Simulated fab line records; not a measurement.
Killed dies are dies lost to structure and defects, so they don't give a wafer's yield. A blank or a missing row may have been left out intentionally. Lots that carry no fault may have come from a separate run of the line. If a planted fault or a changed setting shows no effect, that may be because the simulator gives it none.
Split-lot study | flow n5-finfet | on a route of 1938 steps: 7 lots, 21 wafers read

SPLIT DETAILS
At N5_STI_FIN_REVEAL_ETCHBACK_08 (etches SiO2 in C4F6/O2, target depth 30.5 nm, time 10.167 s), the setting time-s was moved away from the recipe's 10.167 s on 5 of the 21 wafers read, by -17.8% to +20.0%. The other wafers ran this setting at the recipe's value.

FROM THE SPLIT TO THE READING: what the file shows between them, 3 steps
- N5_STI_FIN_REVEAL_STRIP_24: strips in N2/H2, time 90 s
- N5_STI_FIN_REVEAL_PRECLEAN_25: cleans in SPM, time 90 s
- N5_STI_FIN_REVEAL_SRD_23: time 30 s

THE READING
trench-depth-nm, in nm, at N5_STI_FIN_REVEAL_FIN_H_MEAS_10. On this fab line, fault-free wafers typically give 51.9 nm with a standard deviation of 0.66 nm.

wafer  | tool, chamber at the split | time-s as run, s | against the recipe | trench-depth-nm, nm | against lot-mates on the recipe
L075.1 | rie-diel-04, 0,3           | 10.167           | recipe             | 51.9                | -
L075.3 | rie-diel-04, 0,3           | 10.167           | recipe             | 52.4                | -
L075.4 | rie-diel-04, 2             | 8.354            | -17.8%             | 47.7                | -4.4
L079.1 | rie-diel-06, 3,2           | 10.167           | recipe             | 50.7                | -
L079.3 | rie-diel-06, 3,2           | 10.167           | recipe             | 51.8                | -
L079.5 | rie-diel-06, 3             | 9.541            | -6.2%              | 49.5                | -1.8
L081.2 | rie-diel-06, 0,3,3         | 10.167           | recipe             | 51.3                | -
L081.4 | rie-diel-06, 0,3,3         | 10.167           | recipe             | 50.9                | -
L081.6 | rie-diel-06, 0,3,3         | 10.167           | recipe             | 50.9                | -
L083.1 | rie-diel-05, 0             | 12.2             | +20.0%             | 58.8                | +6.5
L083.4 | rie-diel-05, 2,1           | 10.167           | recipe             | 52.1                | -
L083.5 | rie-diel-05, 2,1           | 10.167           | recipe             | 52.5                | -
L085.1 | rie-diel-06, 1,3,0         | 10.167           | recipe             | 52.8                | -
L085.2 | rie-diel-06, 1,3,0         | 10.167           | recipe             | 51.0                | -
L085.6 | rie-diel-06, 1,3,0         | 10.167           | recipe             | 51.4                | -
L087.1 | rie-diel-05, 0,3           | 10.167           | recipe             | 52.5                | -
L087.2 | rie-diel-05, 2             | 8.726            | -14.2%             | 47.4                | -4.6
L087.3 | rie-diel-05, 0,3           | 10.167           | recipe             | 51.6                | -
L097.1 | rie-diel-06, 1             | 8.557            | -15.8%             | 47.3                | -5.7
L097.3 | rie-diel-06, 2,1           | 10.167           | recipe             | 52.8                | -
L097.5 | rie-diel-06, 2,1           | 10.167           | recipe             | 53.1                | -
If several chambers appear in one row, that row covers several wafers at once and the file leaves open which wafer was in which chamber.

THE FIT
A straight line over all 21 wafers: trench-depth-nm changes by +0.303 nm for each +1% of time-s; r = +0.95; the points scatter about the line by 0.78 nm.
The same after taking each lot's own level away (the mean of its wafers on the recipe; 21 wafers): +0.312 nm for each +1%; r = +0.98; scatter 0.51 nm.
According to that fit, moving time-s by its largest amount changes the reading by 6.2 nm.
Measured against the standard deviation above, the lots' own levels, which go from 51.03 to 52.95 nm, span 2.9 times it.
The two slopes are in agreement: the lot-to-lot level therefore moves the slope only a little.
Check: with one of the wafers moved furthest among these (+20.0%) left out of the fit, the line predicts +6.07 nm for it against its lot-mates. It came out at +6.5 nm against them.

THE OTHER SPLITS THESE WAFERS WENT THROUGH
Other splits were also applied to these wafers ahead of the reading. Each is held against what the fit with the lots' levels taken away leaves over:
other split on the same wafers | wafers away from the commonest value | r with trench-depth-nm (lot level and that fit taken away)
N5_FIN_SAQP_HM_DEP_03 time-s   | 5                                    | +0.17
N5_FIN_SAQP_EXPOSE_13 dose-mj  | 5                                    | +0.02

THE FILE'S OWN FIT
trench-depth-nm changes by +0.312 nm for each +1% of time-s, r = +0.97.
